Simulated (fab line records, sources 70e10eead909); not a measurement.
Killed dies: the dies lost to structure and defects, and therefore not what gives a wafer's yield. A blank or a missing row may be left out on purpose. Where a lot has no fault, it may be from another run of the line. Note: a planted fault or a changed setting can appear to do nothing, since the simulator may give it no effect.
Chamber matching -- flow nand-harc -- pecvd-03 running NHARC_A_ONON_D1_DEP_33: 3 sister chambers
The step deposits SiO2, target thk 200 nm. 14 wafers are shown with their chamber, then 7 later ones without.

## WAFERS, EACH WITH ITS CHAMBER
wafer,chamber,throttle-valve-pct (%),heater-power-w (W)
L599.1,0,17.0,793
L599.3,2,15.6,507
L599.4,0,16.7,824
L601.1,1,16.7,459
L601.3,2,15.5,561
L601.6,2,15.8,583
L600.1,1,16.5,482
L600.2,2,15.5,575
L600.4,1,16.6,489
L605.1,0,17.0,688
L605.2,2,15.8,483
L605.6,2,15.3,475
L604.1,1,17.1,393
L604.4,1,16.5,414

SIGNATURES, as means of the wafers listed above
reading,chamber 0,chamber 1,chamber 2,scatter within a chamber
throttle-valve-pct,16.900,16.680,15.583,0.212
heater-power-w,768.33,447.40,530.67,51.2
Rule: for a wafer and a chamber, the distance is found by dividing, reading by reading, the gap between the wafer's reading and the chamber's mean by the reading's scatter, squaring, summing and taking the root. The wafer belongs to the nearest chamber; if the next one is less than 2 further off, it can't be placed. The scatter is the square root of a quotient: the sum, over the shown wafers, of each reading's squared deviation from its chamber's mean, divided by wafers minus chambers.

## WAFERS WITH NO CHAMBER GIVEN
wafer,throttle-valve-pct (%),heater-power-w (W)
L604.6,15.5,567
L608.1,15.5,503
L608.2,16.5,475
L608.4,17.0,798
L612.3,17.2,760
L612.4,16.7,401
L612.6,17.1,792

## EACH ONE'S CHAMBER
wafer,from the rows above,in truth
L604.6,2,2
L608.1,2,2
L608.2,1,1
L608.4,0,0
L612.3,0,0
L612.4,1,1
L612.6,0,0
7 of 7 placed correctly. Number that these rows cannot place: 0. Number placed wrongly: 0.
